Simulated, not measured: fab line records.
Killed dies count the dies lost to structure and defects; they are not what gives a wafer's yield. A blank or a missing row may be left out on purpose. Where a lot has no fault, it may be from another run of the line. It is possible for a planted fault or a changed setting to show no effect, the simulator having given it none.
fab line records	flow nand_harc
record lots=11	wafers=33	last_day=25
route steps=1159 shown A_CONTACT@858 END@1159
lots that met no fault: from a run of the same line without faults
start_h: hours from the record's opening day to when the first of the lot's shown wafers began	wait_h: time in hours since the lot's previous step	" same as the row above	L1.1+2: several wafers, shown together as one row	- no value, or no start was given	* or withheld: withheld	< > ~ a bound
route shown NAME@n: names a module that has steps shown in the file, with the first one's number in the route	usual: mean/standard deviation taken from wafers without a fault	same: alike in all rows	chamber/n: place in a boat	sites: per-site readings	_std_site: the standard deviation of these	_edge_site: mean of outer sites minus mean of inner sites	radius_mm: for every site, how far away it sits from the centre of the wafer	mask NAME#n: copy n	behind: the last tool/chamber to shape the wafer	hold: what put the lot on hold/how long, in hours/how the hold closed	device: the transistor (n, p or np) that didn't switch	end of line: the route-end tests of the same wafers	a step with no rows: only its recipe	killed: dies that structure and defects cost at the first sort, which is not the same as the wafer's yield	map: shows each die of a wafer: x if killed, . if not, _ if none is there
set.NAME: the setting the step ran with; set.NAME@STEP: the setting that earlier step ran with	model.NAME: the simulator's own value behind a step, which no gauge read
the route's steps for a sample of lots (tables are steps, rows are wafers)
services: a tool's chamber out of use, with start hour (start_h, from the record's first day; less than 0 if before it), hours out, and reason
## steps
# step NHARC_A_CONTACT_ETCH_48
# recipe target_depth_a=390	over_etch_frac=0.3	time_s=65	ion_energy_ev=80	cf4_flow_sccm=150	ar_flow_sccm=0	rf_w=300	bias_w=100	chemistry=CF4
# usual drypump_motor_current_A=5.7/0.51	mfc_ar_sccm=0.012/0.012	oes_product_au=1.000/0.0085	rf_vpp_V=151.0/1.3	showerhead_plenum_p_Torr=1.74/0.086	throttle_valve_pct=13.285/0.0093
lot.wafer	tool	chamber	start_h	wait_h	drypump_motor_current_A	mfc_ar_sccm	oes_product_au	rf_hours_counter_h	rf_vpp_V	showerhead_plenum_p_Torr	throttle_valve_pct
L262.4	rie_diel-01	1	368.42	0.1	5.1	0	0.996	6	149.6	1.70	13.267
L262.3	"	2	"	"	5.3	0.012	0.987	6	147.5	1.67	13.293
L262.1	"	3	"	"	5.9	0	0.998	6	148.9	1.66	13.298
L264.3	rie_diel-13	3	378.51	0.1	5.4	0.026	0.994	34	152.6	1.88	13.287
L264.2	"	0	"	"	5.3	0.036	1.013	35	149.2	1.67	13.286
L264.5	"	0	"	"	5.3	0.036	1.006	-	150.6	1.67	13.294
L266.1	rie_diel-04	3	402.51	0.1	6.1	0	0.997	34	151.0	1.68	13.280
L266.5	"	3	"	"	6.1	0	1.005	-	151.0	1.68	13.286
L266.6	"	0	"	"	5.8	0.015	0.997	-	149.5	1.65	13.291
L268.4	rie_diel-01	0	422.17	0.1	4.9	0	0.997	14	152.4	1.84	13.281
L268.3	"	2	"	"	5.3	0.012	0.990	15	150.4	1.67	13.273
L268.6	"	1	"	"	5.1	0	0.990	-	151.0	1.70	13.294
L272.2	rie_diel-01	1	428.65	0.1	5.0	0	0.994	17	150.1	1.70	13.281
L272.3	"	2	"	"	5.3	0.012	1.002	17	151.0	1.67	13.280
L272.4	"	3	"	"	5.9	0	0.994	18	150.3	1.66	13.282
L274.4	rie_diel-13	3	443.97	0.1	5.4	0.026	0.986	57	153.9	1.87	13.289
L274.3	"	0	"	"	5.3	0.036	1.002	58	151.3	1.66	13.270
L274.5	"	0	"	"	5.3	0.036	1.006	-	151.5	1.67	13.270
L273.3	rie_diel-04	2	446.11	0.1	6.3	0	1.007	57	153.6	1.89	13.269
L273.5	"	1	"	"	6.6	0.026	1.025	-	150.2	1.75	13.298
L273.6	"	2	"	"	6.3	0	1.011	-	153.6	1.89	13.268
L278.4	rie_diel-01	3	458.02	0.1	5.8	0	0.859	27	150.6	1.66	13.271
L278.3	"	1	"	"	5.1	0	1.002	25	148.6	1.70	13.282
L278.5	"	2	"	"	5.4	0.012	0.995	-	149.6	1.67	13.286
L283.3	rie_diel-13	1	485.96	0.1	6.2	0.014	1.007	7	151.4	1.73	13.278
L283.5	"	1	"	"	6.3	0.014	1.003	-	150.4	1.73	13.286
L283.6	"	2	"	"	5.8	0.010	0.996	-	150.0	1.71	13.276
L284.4	rie_diel-04	0	487.64	0.1	5.8	0.015	1.011	3	152.4	1.91	13.297
L284.2	"	1	"	"	6.5	0.026	1.017	3	151.6	1.75	13.301
L284.1	"	3	"	"	6.1	0	1.003	3	150.7	1.68	13.291
L285.2	rie_diel-04	0	517.44	0.1	5.8	0.015	0.992	15	151.7	1.90	13.289
L285.4	"	2	"	"	6.3	0	0.991	16	152.6	1.88	13.281
L285.3	"	3	"	"	6.2	0	0.995	16	151.1	1.67	13.284
# step NHARC_A_CONTACT_ETCH_49
# recipe target_depth_a=2600	over_etch_frac=0.3	time_s=475.3	ion_energy_ev=200	n2_flow_sccm=150	h2_flow_sccm=150	ar_flow_sccm=0	rf_w=400	bias_w=150	chemistry=N2/H2
# usual drypump_motor_current_A=5.7/0.54	mfc_ar_sccm=0.011/0.012	oes_product_au=1.000/0.0091	rf_vpp_V=430/3.1	showerhead_plenum_p_Torr=2.02/0.11	throttle_valve_pct=14.172/0.0092
lot.wafer	tool	chamber	start_h	wait_h	drypump_motor_current_A	mfc_ar_sccm	oes_product_au	rf_hours_counter_h	rf_vpp_V	showerhead_plenum_p_Torr	throttle_valve_pct
L262.1	rie_diel-01	1	-	-	5.1	0	0.989	6	429	1.96	14.177
L262.3	"	3	"	"	5.9	0	0.999	6	427	1.91	14.155
L262.4	"	0	"	"	4.8	0	0.996	7	432	2.13	14.168
L264.2	rie_diel-13	2	-	-	5.8	0.010	0.988	36	429	1.98	14.182
L264.3	"	3	"	"	5.5	0.026	0.988	34	434	2.18	14.174
L264.5	"	1	"	"	6.3	0.014	1.002	-	428	2.00	14.186
L266.1	rie_diel-04	1	-	-	6.6	0.026	1.023	45	431	2.03	14.185
L266.6	"	1	"	"	6.6	0.026	1.018	-	431	2.03	14.172
L266.5	"	2	"	"	6.3	0	0.982	-	434	2.20	14.156
L268.3	rie_diel-01	2	-	-	5.3	0.012	1.013	15	427	1.91	14.163
L268.4	"	0	"	"	4.9	0	0.999	15	432	2.13	14.163
L268.6	"	3	"	"	5.9	0	1.012	-	428	1.90	14.173
L272.3	rie_diel-01	2	-	-	5.4	0.012	1.001	17	427	1.91	14.179
L272.4	"	3	"	"	5.9	0	1.008	18	425	1.90	14.169
L272.2	"	0	"	"	4.8	0	0.992	16	433	2.13	14.181
L274.3	rie_diel-13	0	-	-	5.3	0.036	1.001	58	427	1.91	14.176
L274.4	"	2	"	"	5.8	0.010	0.994	56	430	1.97	14.157
L274.5	"	3	"	"	5.4	0.026	0.983	-	433	2.17	14.182
L273.3	rie_diel-04	0	-	-	5.8	0.015	0.995	56	427	1.89	14.175
L273.6	"	1	"	"	6.5	0.026	1.023	-	430	2.02	14.163
L273.5	"	2	"	"	6.3	0	0.987	-	436	2.20	14.161
L278.4	rie_diel-01	0	-	-	4.8	0	1.004	24	433	2.13	14.164
L278.3	"	1	"	"	5.1	0	0.993	25	428	1.95	14.171
L278.5	"	0	"	"	4.9	0	0.987	-	433	2.13	14.162
L283.3	rie_diel-13	0	-	-	5.3	0.036	1.003	8	427	1.90	14.169
L283.6	"	2	"	"	5.8	0.010	0.995	-	428	1.97	14.178
L283.5	"	3	"	"	5.4	0.026	0.997	-	434	2.17	14.175
L284.2	rie_diel-04	3	-	-	6.2	0	0.992	3	428	1.92	14.169
L284.1	"	1	"	"	6.5	0.026	1.001	3	430	2.02	14.180
L284.4	"	2	"	"	6.3	0	0.996	4	435	2.19	14.179
L285.3	rie_diel-04	1	-	-	6.6	0.026	1.015	16	429	2.01	14.175
L285.2	"	2	"	"	6.3	0	1.002	16	434	2.19	14.165
L285.4	"	3	"	"	6.2	0	1.004	16	426	1.92	14.176
# step NHARC_A_CONTACT_ETCH_50
# recipe target_depth_a=847	time_s=42.4	cf4_flow_sccm=100	chf3_flow_sccm=30	ar_flow_sccm=0	rf_w=500	bias_w=200	chemistry=CF4/CHF3
# usual drypump_motor_current_A=5.7/0.51	mfc_ar_sccm=0.011/0.012	oes_product_au=0.946/0.023	rf_vpp_V=369.9/2.7	showerhead_plenum_p_Torr=1.55/0.078	throttle_valve_pct=16.802/0.0092
lot.wafer	tool	chamber	start_h	wait_h	drypump_motor_current_A	mfc_ar_sccm	oes_product_au	rf_hours_counter_h	rf_vpp_V	showerhead_plenum_p_Torr	throttle_valve_pct
L262.1	rie_diel-01	3	-	-	5.9	0	0.965	6	367.8	1.48	16.811
L262.4	"	1	"	"	5.1	0	0.977	6	369.0	1.52	16.812
L262.3	"	2	"	"	5.3	0.012	0.964	6	366.6	1.49	16.820
L264.2	rie_diel-13	3	-	-	5.4	0.026	0.927	35	374.4	1.67	16.795
L264.3	"	0	"	"	5.2	0.036	0.931	35	368.9	1.48	16.800
L264.5	"	3	"	"	5.4	0.026	0.918	-	374.1	1.67	16.811
L266.1	rie_diel-04	2	-	-	6.3	0	0.926	41	373.4	1.69	16.813
L266.6	"	3	"	"	6.1	0	0.925	-	368.3	1.50	16.812
L266.5	"	0	"	"	5.8	0.015	0.911	-	366.4	1.47	16.791
L268.3	rie_diel-01	3	-	-	5.9	0	0.937	16	366.7	1.48	16.804
L268.6	"	1	"	"	5.1	0	0.926	-	369.4	1.51	16.804
L268.4	"	3	"	"	5.9	0	0.935	-	367.8	1.48	16.813
L272.4	rie_diel-01	3	-	-	5.9	0	0.983	18	366.6	1.48	16.810
L272.3	"	0	"	"	4.9	0	0.991	16	372.4	1.64	16.798
L272.2	"	2	"	"	5.3	0.012	0.955	18	366.5	1.48	16.796
L274.4	rie_diel-13	1	-	-	6.3	0.014	0.923	58	368.9	1.54	16.795
L274.3	"	2	"	"	5.8	0.010	0.923	56	367.7	1.53	16.789
L274.5	"	0	"	"	5.3	0.036	0.940	-	368.4	1.48	16.809
L273.3	rie_diel-04	0	-	-	5.8	0.015	0.922	58	366.9	1.46	16.812
L273.5	"	1	"	"	6.5	0.026	0.941	-	371.7	1.56	16.796
L273.6	"	2	"	"	6.3	0	0.918	-	373.3	1.68	16.803
L278.4	rie_diel-01	0	-	-	4.8	0	0.962	25	373.0	1.64	16.795
L278.3	"	1	"	"	5.1	0	0.954	26	369.3	1.51	16.801
L278.5	"	0	"	"	4.8	0	0.963	-	373.4	1.64	16.799
L283.3	rie_diel-13	1	-	-	6.3	0.014	0.931	8	371.0	1.54	16.800
L283.5	"	1	"	"	6.3	0.014	0.933	-	369.8	1.54	16.801
L283.6	"	2	"	"	5.8	0.010	0.935	-	367.7	1.53	16.791
L284.2	rie_diel-04	0	-	-	5.8	0.015	0.951	3	374.3	1.70	16.803
L284.4	"	1	"	"	6.5	0.026	0.969	3	370.7	1.56	16.798
L284.1	"	2	"	"	6.3	0	0.978	4	375.6	1.68	16.821
L285.2	rie_diel-04	3	-	-	6.1	0	0.968	16	367.3	1.49	16.807
L285.3	"	0	"	"	5.8	0.015	0.952	15	374.0	1.70	16.808
L285.4	"	2	"	"	6.3	0	0.961	17	374.9	1.68	16.807
# step NHARC_A_CONTACT_ETCH_113
# recipe source_w=withheld	pressure_mtorr=20	bias_v=3000	time_s=94	target_depth_a=9220	ar_flow_sccm=withheld	c4f8_flow_sccm=withheld	o2_flow_sccm=withheld	chemistry=C4F8/O2/Ar
lot.wafer	tool	chamber	start_h	wait_h	rf_hours_counter_h
L262.1	har_cap_etch-01	1	370.41	0.1	55
L262.3	"	0	"	"	-
L262.4	"	1	"	"	-
L264.2	har_cap_etch-03	0	379.98	0.1	80
L264.3	"	1	"	"	-
L264.5	"	0	"	"	-
L266.1	har_cap_etch-03	0	404.03	0.1	85
L266.5	"	1	"	"	-
L266.6	"	0	"	"	-
L268.3	har_cap_etch-03	0	423.81	0.1	-
L268.4	"	1	"	"	-
L268.6	"	1	"	"	-
L272.2	har_cap_etch-02	1	430.11	0.1	19
L272.4	"	1	"	"	-
L272.3	"	0	"	"	-
L274.4	har_cap_etch-02	1	445.47	0.1	-
L274.3	"	0	"	"	-
L274.5	"	0	"	"	-
L273.3	har_cap_etch-02	0	449.70	0.1	-
L273.5	"	1	"	"	-
L273.6	"	0	"	"	-
L278.3	har_cap_etch-01	0	459.77	0.1	-
L278.4	"	1	"	"	-
L278.5	"	0	"	"	-
L283.3	har_cap_etch-01	0	487.95	0.1	-
L283.6	"	0	"	"	-
L283.5	"	1	"	"	-
L284.2	har_cap_etch-02	0	489.11	0.1	33
L284.1	"	1	"	"	33
L284.4	"	0	"	"	-
L285.2	har_cap_etch-01	0	518.97	0.1	82
L285.3	"	0	"	"	-
L285.4	"	1	"	"	-
# step NHARC_END_SORT_01
# recipe temp_c=25
# usual killed_at_array=25/9.2	killed_at_other=0.8/1.2	killed_at_periphery=3.9/2.6	killed_dies=30/9.7	killed_open=3.4/1.9	killed_short=2.0/1.4
# same gross_dies=677
lot.wafer	tool	chamber	start_h	wait_h	hold	killed_at_array	killed_at_other	killed_at_periphery	killed_dies	killed_open	killed_short
L262.1	prober-01	0	459.25	2.5	-	20	0	7	27	1	0
L262.3	prober-01	0	460.84	3.1	-	15	0	3	18	2	1
L262.4	prober-01	0	461.64	3.4	-	21	0	7	28	4	4
L264.2	prober-02	0	460.00	2.8	-	14	0	6	20	4	0
L264.3	prober-02	0	460.80	3.1	-	15	0	3	18	4	1
L264.5	prober-02	0	462.38	3.7	-	18	0	8	26	4	2
L266.1	prober-02	0	475.65	2.5	-	27	0	5	32	2	3
L266.5	prober-02	0	478.90	3.7	-	35	0	6	41	7	1
L266.6	prober-02	0	479.71	4.1	-	38	0	8	46	4	1
L268.3	prober-01	0	492.66	3.1	-	13	0	10	23	3	0
L268.4	prober-01	0	493.45	3.4	-	15	0	10	25	4	0
L268.6	prober-01	0	495.04	4.0	-	8	0	9	17	1	1
L272.2	prober-02	0	499.83	2.8	-	28	1	2	31	1	1
L272.3	prober-02	0	500.63	3.1	-	25	1	2	28	3	4
L272.4	prober-02	0	501.43	3.4	-	40	0	6	46	6	3
L274.3	prober-01	0	516.79	3.1	-	24	0	3	27	5	1
L274.4	prober-01	0	517.59	3.4	-	24	0	6	30	2	2
L274.5	prober-01	0	518.40	3.7	-	21	1	7	29	3	3
L273.3	prober-02	0	519.11	3.1	-	35	2	1	38	4	2
L273.5	prober-02	0	520.73	3.7	-	33	2	2	37	4	5
L273.6	prober-02	0	521.54	4.1	-	34	1	2	37	2	1
L278.3	prober-01	0	537.70	3.1	await_dispo/4.7h/release	27	0	7	34	2	2
L278.4	prober-01	0	538.51	3.4	await_dispo/4.7h/release	71	1	7	79	2	4
L278.5	prober-01	0	539.32	3.7	await_dispo/4.7h/release	25	2	4	31	3	1
L284.1	prober-01	0	559.62	2.5	-	34	0	2	36	5	3
L284.2	prober-01	0	560.41	2.8	-	28	1	3	32	3	5
L284.4	prober-01	0	561.98	3.4	-	34	1	6	41	0	3
L283.3	prober-02	0	561.08	3.1	-	32	4	3	39	6	1
L283.5	prober-02	0	562.69	3.7	-	33	2	0	35	5	2
L283.6	prober-02	0	563.49	4.0	-	28	1	2	31	0	2
L285.2	prober-02	0	591.64	2.8	-	17	3	6	26	5	1
L285.3	prober-02	0	592.43	3.1	-	27	1	2	30	9	1
L285.4	prober-02	0	593.22	3.4	-	12	0	1	13	2	2
# killed by level:class
L262.1 A_SLIT:chamber_film_flake=10 A_STAIRCASE:chamber_film_flake=3 A_BONDPAD:chamber_film_flake=3 P_STI:chamber_film_flake=2 P_BONDPAD:chamber_film_flake=2 A_CHANNEL_HOLE_D1:chamber_film_flake=2 P_STI:geometric_particle:open=1 P_ZERO_WELL:chamber_film_flake=1
L264.2 A_CHANNEL_HOLE_D1:chamber_film_flake=7 A_CONTACT:chamber_film_flake=3 P_CONTACT:geometric_particle:open=2 P_STI:chamber_film_flake=2 A_STAIRCASE:chamber_film_flake=2 P_M2:geometric_particle:open=1 A_SGD_CUT:geometric_particle:open=1 P_GATE:chamber_film_flake=1
L264.3 A_CHANNEL_HOLE_D1:chamber_film_flake=5 A_CONTACT:chamber_film_flake=4 A_CHANNEL_FILL_D1:geometric_particle:open=2 P_CONTACT:geometric_particle:open=1 P_M0:geometric_particle:open=1 A_M0:geometric_particle:short=1 P_STI:chamber_film_flake=1 A_STAIRCASE:chamber_film_flake=1
L262.3 A_SLIT:chamber_film_flake=8 P_STI:chamber_film_flake=2 A_CHANNEL_FILL_D1:geometric_particle:open=1 A_CONTACT:geometric_particle:short=1 A_M0:geometric_particle:open=1 P_ZERO_WELL:chamber_film_flake=1 A_CHANNEL_HOLE_D1:chamber_film_flake=1 A_STAIRCASE:chamber_film_flake=1
L262.4 A_SLIT:chamber_film_flake=8 P_STI:chamber_film_flake=5 A_ONON_D1:geometric_particle:short=2 A_WL_FILL:geometric_particle:short=2 A_CONTACT:geometric_particle:open=2 P_ZERO_WELL:chamber_film_flake=2 A_STAIRCASE:chamber_film_flake=2 A_BONDPAD:chamber_film_flake=2
L264.5 A_CHANNEL_HOLE_D1:chamber_film_flake=13 P_CONTACT:geometric_particle:open=3 P_STI:chamber_film_flake=3 A_CONTACT:chamber_film_flake=2 P_STI:geometric_particle:short=1 A_CHANNEL_FILL_D1:geometric_particle:open=1 A_CHANNEL_FILL_D1:geometric_particle:short=1 P_BONDPAD:chamber_film_flake=1
L266.1 A_CHANNEL_HOLE_D1:chamber_film_flake=8 A_SLIT:chamber_film_flake=7 A_STAIRCASE:chamber_film_flake=5 P_M2:chamber_film_flake=3 A_CONTACT:chamber_film_flake=2 A_ONON_D1:geometric_particle:open=1 A_ONON_D1:geometric_particle:short=1 A_CHANNEL_FILL_D1:geometric_particle:short=1
L266.5 A_SLIT:chamber_film_flake=11 A_CHANNEL_HOLE_D1:chamber_film_flake=9 A_STAIRCASE:chamber_film_flake=6 A_CONTACT:geometric_particle:open=2 A_BLC:geometric_particle:open=2 P_STI:chamber_film_flake=2 P_M2:chamber_film_flake=2 P_CONTACT:geometric_particle:open=1
L266.6 A_CHANNEL_HOLE_D1:chamber_film_flake=16 A_SLIT:chamber_film_flake=10 P_M2:chamber_film_flake=4 A_STAIRCASE:chamber_film_flake=4 A_M0:geometric_particle:open=3 P_STI:chamber_film_flake=2 P_GATE:chamber_film_flake=2 A_CONTACT:chamber_film_flake=2
L268.3 P_ZERO_WELL:chamber_film_flake=5 A_STAIRCASE:chamber_film_flake=5 A_CHANNEL_HOLE_D1:chamber_film_flake=3 P_STI:chamber_film_flake=2 A_CONTACT:chamber_film_flake=2 P_GATE:geometric_particle:open=1 P_M0:geometric_particle:open=1 A_CONTACT:geometric_particle:open=1
L268.4 P_ZERO_WELL:chamber_film_flake=7 A_CHANNEL_HOLE_D1:chamber_film_flake=4 P_STI:chamber_film_flake=3 A_SLIT:chamber_film_flake=3 A_WL_FILL:geometric_particle:open=2 A_STAIRCASE:chamber_film_flake=2 A_CHANNEL_FILL_D1:geometric_particle:open=1 A_CONTACT:geometric_particle:open=1
L268.6 P_ZERO_WELL:chamber_film_flake=5 P_STI:chamber_film_flake=4 A_CHANNEL_HOLE_D1:chamber_film_flake=2 A_STAIRCASE:chamber_film_flake=2 A_CONTACT:chamber_film_flake=2 A_CONTACT:geometric_particle:short=1 A_CONTACT:geometric_particle:open=1
L272.2 A_SLIT:chamber_film_flake=11 A_STAIRCASE:chamber_film_flake=6 A_CONTACT:chamber_film_flake=4 A_CHANNEL_HOLE_D1:chamber_film_flake=3 A_WL_FILL:chamber_film_flake=3 P_M0:geometric_particle:open=1 A_WL_FILL:geometric_particle:short=1 P_STI:chamber_film_flake=1
L272.3 A_SLIT:chamber_film_flake=7 A_STAIRCASE:chamber_film_flake=6 A_CONTACT:chamber_film_flake=4 A_CHANNEL_HOLE_D1:chamber_film_flake=3 A_WL_FILL:geometric_particle:open=2 P_GATE:geometric_particle:short=1 P_GATE:geometric_particle:open=1 A_ONON_D1:geometric_particle:short=1
L272.4 A_STAIRCASE:chamber_film_flake=14 A_SLIT:chamber_film_flake=10 A_CONTACT:chamber_film_flake=5 A_WL_FILL:geometric_particle:open=2 P_STI:chamber_film_flake=2 P_M0:chamber_film_flake=2 A_WL_FILL:chamber_film_flake=2 P_M1:geometric_particle:short=1
L274.3 A_SLIT:chamber_film_flake=14 A_CONTACT:geometric_particle:open=3 A_CONTACT:chamber_film_flake=3 P_M0:geometric_particle:open=2 A_CHANNEL_HOLE_D1:chamber_film_flake=2 A_M1:geometric_particle:short=1 P_GATE:chamber_film_flake=1 A_WL_FILL:chamber_film_flake=1
L274.4 A_SLIT:chamber_film_flake=11 A_CHANNEL_HOLE_D1:chamber_film_flake=4 A_CONTACT:chamber_film_flake=4 A_STAIRCASE:chamber_film_flake=3 P_ZERO_WELL:chamber_film_flake=2 P_GATE:chamber_film_flake=2 P_STI:geometric_particle:short=1 P_CONTACT:geometric_particle:open=1
L274.5 A_CONTACT:chamber_film_flake=7 A_CHANNEL_HOLE_D1:chamber_film_flake=5 A_SLIT:chamber_film_flake=5 P_ZERO_WELL:chamber_film_flake=2 P_GATE:chamber_film_flake=2 A_STAIRCASE:chamber_film_flake=2 P_GATE:geometric_particle:open=1 P_CONTACT:geometric_particle:open=1
L273.3 A_CHANNEL_HOLE_D1:chamber_film_flake=17 A_SLIT:chamber_film_flake=9 A_CONTACT:chamber_film_flake=3 A_M0:geometric_particle:open=2 HYBRID_BOND:chamber_film_flake=2 P_CONTACT:geometric_particle:short=1 A_CHANNEL_HOLE_D1:geometric_particle:open=1 A_SGD_CUT:geometric_particle:short=1
L273.5 A_SLIT:chamber_film_flake=12 A_CHANNEL_HOLE_D1:chamber_film_flake=8 A_CONTACT:geometric_particle:open=3 A_CONTACT:chamber_film_flake=3 A_CHANNEL_FILL_D1:geometric_particle:short=2 HYBRID_BOND:chamber_film_flake=2 P_STI:geometric_particle:short=1 A_ONON_D1:geometric_particle:open=1
L273.6 A_CHANNEL_HOLE_D1:chamber_film_flake=17 A_SLIT:chamber_film_flake=11 A_ONON_D1:geometric_particle:open=1 A_CONTACT:geometric_particle:open=1 A_CONTACT:geometric_particle:short=1 P_ZERO_WELL:chamber_film_flake=1 P_GATE:chamber_film_flake=1 A_STAIRCASE:chamber_film_flake=1
L278.3 A_SLIT:chamber_film_flake=10 A_CONTACT:chamber_film_flake=7 P_M1:chamber_film_flake=5 A_CHANNEL_HOLE_D1:chamber_film_flake=3 A_BLC:chamber_film_flake=2 P_GATE:geometric_particle:short=1 A_ONON_D1:geometric_particle:open=1 A_ONON_D1:geometric_particle:short=1
L278.4 A_CONTACT:area_etch=40 A_CONTACT:chamber_film_flake=10 A_SLIT:chamber_film_flake=9 A_CHANNEL_HOLE_D1:chamber_film_flake=5 P_M1:chamber_film_flake=3 P_CONTACT:chamber_film_flake=2 A_ZERO_WELL:chamber_film_flake=2 P_GATE:geometric_particle:short=1
L278.5 A_SLIT:chamber_film_flake=12 A_CHANNEL_HOLE_D1:chamber_film_flake=4 A_CONTACT:chamber_film_flake=3 P_CONTACT:chamber_film_flake=2 P_M1:chamber_film_flake=2 THIN_TSV:chamber_film_flake=2 A_CHANNEL_FILL_D1:geometric_particle:open=1 A_SGD_CUT:geometric_particle:open=1
L284.1 A_SLIT:chamber_film_flake=11 A_CONTACT:chamber_film_flake=9 A_CHANNEL_HOLE_D1:chamber_film_flake=6 A_CHANNEL_FILL_D1:geometric_particle:open=2 P_M1:geometric_particle:short=1 P_M2:geometric_particle:open=1 A_CHANNEL_FILL_D1:geometric_particle:short=1 A_WL_FILL:geometric_particle:open=1
L284.2 A_SLIT:chamber_film_flake=10 A_CHANNEL_HOLE_D1:chamber_film_flake=7 A_CONTACT:chamber_film_flake=4 A_M0:geometric_particle:open=2 P_M1:geometric_particle:short=1 A_ONON_D1:geometric_particle:short=1 A_CHANNEL_FILL_D1:geometric_particle:short=1 A_WL_FILL:geometric_particle:short=1
L283.3 A_CHANNEL_HOLE_D1:chamber_film_flake=19 THIN_TSV:chamber_film_flake=4 A_M0:geometric_particle:open=3 A_SLIT:chamber_film_flake=3 A_CONTACT:chamber_film_flake=3 P_M2:chamber_film_flake=2 P_CONTACT:geometric_particle:open=1 A_SGD_CUT:geometric_particle:short=1
L284.4 A_SLIT:chamber_film_flake=12 A_CHANNEL_HOLE_D1:chamber_film_flake=10 A_CONTACT:chamber_film_flake=5 P_STI:chamber_film_flake=2 P_BONDPAD:chamber_film_flake=2 A_STAIRCASE:chamber_film_flake=2 A_WL_FILL:chamber_film_flake=2 A_SOURCE_PLATE:geometric_particle:short=1
L283.5 A_CHANNEL_HOLE_D1:chamber_film_flake=16 A_CONTACT:chamber_film_flake=5 A_SLIT:chamber_film_flake=4 A_CONTACT:geometric_particle:open=2 A_M0:geometric_particle:open=2 THIN_TSV:chamber_film_flake=2 A_ONON_D1:geometric_particle:open=1 A_ONON_D1:geometric_particle:short=1
L283.6 A_CHANNEL_HOLE_D1:chamber_film_flake=16 A_CONTACT:chamber_film_flake=6 A_SLIT:chamber_film_flake=4 P_M0:geometric_particle:short=1 A_CHANNEL_FILL_D1:geometric_particle:short=1 P_M2:chamber_film_flake=1 A_ZERO_WELL:chamber_film_flake=1 THIN_TSV:chamber_film_flake=1
L285.2 A_CHANNEL_HOLE_D1:chamber_film_flake=10 P_M1:chamber_film_flake=3 THIN_TSV:chamber_film_flake=2 P_GATE:geometric_particle:open=1 P_M1:geometric_particle:open=1 A_CHANNEL_HOLE_D1:geometric_particle:open=1 A_SGD_CUT:geometric_particle:open=1 A_M0:geometric_particle:open=1
L285.3 A_CHANNEL_HOLE_D1:chamber_film_flake=7 A_WL_FILL:chamber_film_flake=5 A_M0:geometric_particle:open=3 A_M0:chamber_film_flake=3 A_ONON_D1:geometric_particle:open=2 A_STAIRCASE:chamber_film_flake=2 A_CONTACT:chamber_film_flake=2 P_GATE:geometric_particle:open=1
L285.4 A_CHANNEL_HOLE_D1:chamber_film_flake=4 A_M0:chamber_film_flake=3 P_STI:geometric_particle:short=1 A_ONON_D1:geometric_particle:open=1 A_CHANNEL_FILL_D1:geometric_particle:short=1 A_M1:geometric_particle:open=1 A_SLIT:chamber_film_flake=1 A_CONTACT:chamber_film_flake=1
## services
tool	chamber	start_h	hours	kind
rie_diel-04	0	348.01	-	clean
rie_diel-04	1	348.01	-	clean
rie_diel-04	2	348.01	-	clean
rie_diel-04	3	348.01	-	clean
rie_diel-01	0	348.37	-	clean
rie_diel-01	1	348.37	-	clean
rie_diel-01	2	348.37	-	clean
rie_diel-01	3	348.37	-	clean
rie_diel-04	3	365.31	26.3	repair
rie_diel-04	0	372.51	-	clean
rie_diel-04	1	372.51	-	clean
rie_diel-04	2	372.51	-	clean
rie_diel-01	0	372.87	-	clean
rie_diel-01	1	372.87	-	clean
rie_diel-01	2	372.87	-	clean
rie_diel-01	0	391.93	6.4	repair
rie_diel-04	0	406.09	10.4	repair
rie_diel-13	2	415.09	6.4	repair
rie_diel-01	0	422.42	2.4	repair
rie_diel-13	-	453.00	9.0	pm
rie_diel-04	-	467.04	9.0	pm
har_cap_etch-01	-	479.00	0.8	repair
rie_diel-01	-	491.81	9.0	pm
rie_diel-13	2	494.78	4.1	repair
## key
first_sign step=NHARC_A_CONTACT_ETCH_48	reading=oes_product_au	direction=down	sigmas=16	usual=1.000	struck=0.859
effect step=NHARC_END_SORT_01	reading=killed_dies	direction=up	sigmas=5	usual=30	struck=79
more_kills_born_at NHARC_A_CONTACT_ETCH_48@rie_diel-01=40
met_at NHARC_A_CONTACT_ETCH_48
struck_lots L278
struck_wafers L278.4
tester_left_out L278
not_acting_at NHARC_A_CONTACT_ETCH_49,NHARC_A_CONTACT_ETCH_50,NHARC_A_CONTACT_ETCH_113
onset_between 428.65 458.02
fault kind=process_parameter_drift	tool=rie_diel-01	chamber=3	onset_h=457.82	steps=NHARC_A_CONTACT_ETCH_48	channel=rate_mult	offset=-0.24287	shape=step	end_h=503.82
# tester_left_out: of these lots the tester's yield and bins aren't shown, on N5 and GAA mostly nor the transistor test; their killed dies are dies lost to structure and defects alone, not to doping, threshold or leakage, so they don't give the yield
